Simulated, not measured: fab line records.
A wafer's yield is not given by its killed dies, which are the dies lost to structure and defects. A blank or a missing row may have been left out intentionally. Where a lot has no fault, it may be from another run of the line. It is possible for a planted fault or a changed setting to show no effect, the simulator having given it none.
Split-lot experiment    flow n5-finfet    on a route of 1938 steps: 7 lots, 39 wafers read

## ABOUT THE SPLIT
At N5_MOL_CONTACT_COAG_ETCH_110 (etches Si in CF4/O2, target depth 2.5 nm, time 8 s), the setting source-w was moved away from the recipe's 200 W on 15 of the 39 wafers read, by -5.4% to +14.3%. The other wafers ran this setting at the recipe's value.

The split's own step is where the reading is taken.

## THE READING
rf-vpp-V, in V, at N5_MOL_CONTACT_COAG_ETCH_110 (etches Si in CF4/O2, target depth 2.5 nm, time 8 s). Fault-free wafers of this fab line usually give 127.3 V, standard deviation 1.6 V.

wafer   tool, chamber at the split  source-w as run, W  against the recipe  rf-vpp-V, V  against lot-mates on the recipe
L075.1  rie-diel-06, 2              200                 recipe              125.6        -
L075.2  rie-diel-06, 3              200                 recipe              126.2        -
L075.3  rie-diel-06, 1              220.8               +10.4%              120.3        -5.6
L075.4  rie-diel-06, 0              220.8               +10.4%              123.4        -2.5
L075.5  rie-diel-06, 0              220.8               +10.4%              121.5        -4.4
L075.6  rie-diel-06, 3              200                 recipe              125.8        -
L080.1  rie-diel-06, 1              200                 recipe              127.3        -
L080.2  rie-diel-06, 3              200                 recipe              127.8        -
L080.6  rie-diel-06, 1              200                 recipe              126.5        -
L084.1  rie-diel-05, 0              190                 -5.0%               128.2        +0.7
L084.2  rie-diel-05, 1              200                 recipe              127.9        -
L084.3  rie-diel-05, 3              200                 recipe              127.8        -
L084.4  rie-diel-05, 2              190                 -5.0%               133.8        +6.3
L084.5  rie-diel-05, 2              190                 -5.0%               130.8        +3.3
L084.6  rie-diel-05, 1              200                 recipe              126.7        -
L086.1  rie-diel-04, 0              200                 recipe              125.7        -
L086.2  rie-diel-04, 3              200                 recipe              128.0        -
L086.3  rie-diel-04, 1              200                 recipe              128.6        -
L086.4  rie-diel-04, 2              200                 recipe              129.2        -
L086.5  rie-diel-04, 2              200                 recipe              128.2        -
L086.6  rie-diel-04, 3              200                 recipe              127.4        -
L092.1  rie-diel-06, 3              189.1               -5.4%               130.6        +3.5
L092.2  rie-diel-06, 1              189.1               -5.4%               131.1        +4.0
L092.3  rie-diel-06, 0              189.1               -5.4%               134.6        +7.5
L092.4  rie-diel-06, 2              200                 recipe              126.6        -
L092.5  rie-diel-06, 1              200                 recipe              127.7        -
L092.6  rie-diel-06, 2              200                 recipe              126.9        -
L093.1  rie-diel-05, 0              228.6               +14.3%              113.9        -13.1
L093.2  rie-diel-05, 1              200                 recipe              126.9        -
L093.3  rie-diel-05, 3              200                 recipe              128.3        -
L093.4  rie-diel-05, 2              228.6               +14.3%              118.8        -8.2
L093.5  rie-diel-05, 0              200                 recipe              125.9        -
L093.6  rie-diel-05, 1              228.6               +14.3%              116.3        -10.7
L094.1  rie-diel-05, 3              216.6               +8.3%               123.1        -3.1
L094.2  rie-diel-05, 0              216.6               +8.3%               119.1        -7.1
L094.3  rie-diel-05, 2              216.6               +8.3%               122.4        -3.8
L094.4  rie-diel-05, 1              200                 recipe              125.6        -
L094.5  rie-diel-05, 2              200                 recipe              127.0        -
L094.6  rie-diel-05, 1              200                 recipe              125.9        -

FIT RESULTS
A straight line over all 39 wafers: rf-vpp-V changes by -0.704 V for each +1% of source-w; r = -0.93; the points scatter about the line by 1.6 V.
The same after taking each lot's own level away (the mean of its wafers on the recipe; 39 wafers): -0.655 V for each +1%; r = -0.92; scatter 1.6 V.
That fit puts the effect of the largest move of source-w on the reading at 9.4 V.
Measured against the standard deviation above, the lots' own levels, which go from 125.87 to 127.85 V, span 1.2 times it.
The two slopes are in agreement: the lot-to-lot level therefore moves the slope only a little.
Check: -8.31 V against its lot-mates is what the line predicts for one of the wafers moved furthest among these (+14.3%) when that wafer is left out of the fit. It came out at -13.1 V against them.
Tool readings at the split's step, against how far the setting was moved: rf-vpp-V r = -0.93.

## OTHER SPLITS APPLIED TO THESE WAFERS
These wafers also went through other splits before the reading. Each is held against what the fit with the lots' levels taken away leaves over:
other split on the same wafers    wafers away from the commonest value  r with rf-vpp-V (lot level and that fit taken away)
N5_FIN_CUT_CUT_ETCH_15 time-s     15                                    +0.07
N5_DUMMY_GATE_ETCH_37 source-w    18                                    +0.24
N5_DUMMY_GATE_ETCH_32 time-s      9                                     -0.01
N5_SD_EPI_N_EPI_21 pressure-torr  33                                    -0.02
N5_HKMG_FIN_HK_ALD_01 ald-cycles  9                                     +0.21

## THE WHOLE CHAIN: every reading that the file lists as answering this split, in the file's order
step                          what it does                                        reading                                                         change (the file's fit)                 r (the file's)
N5_MOL_CONTACT_COAG_ETCH_110  etches Si in CF4/O2, target depth 2.5 nm, time 8 s  rf-vpp-V                                                        -0.641 V for each +1% of the setting    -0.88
N5_MOL_CONTACT_COAG_ETCH_110  etches Si in CF4/O2, target depth 2.5 nm, time 8 s  etch.depth-nm (the simulator's own value, which no gauge read)  +0.0229 nm for each +1% of the setting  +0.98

## THE FILE'S OWN FIT
rf-vpp-V changes by -0.641 V for each +1% of source-w, r = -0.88.
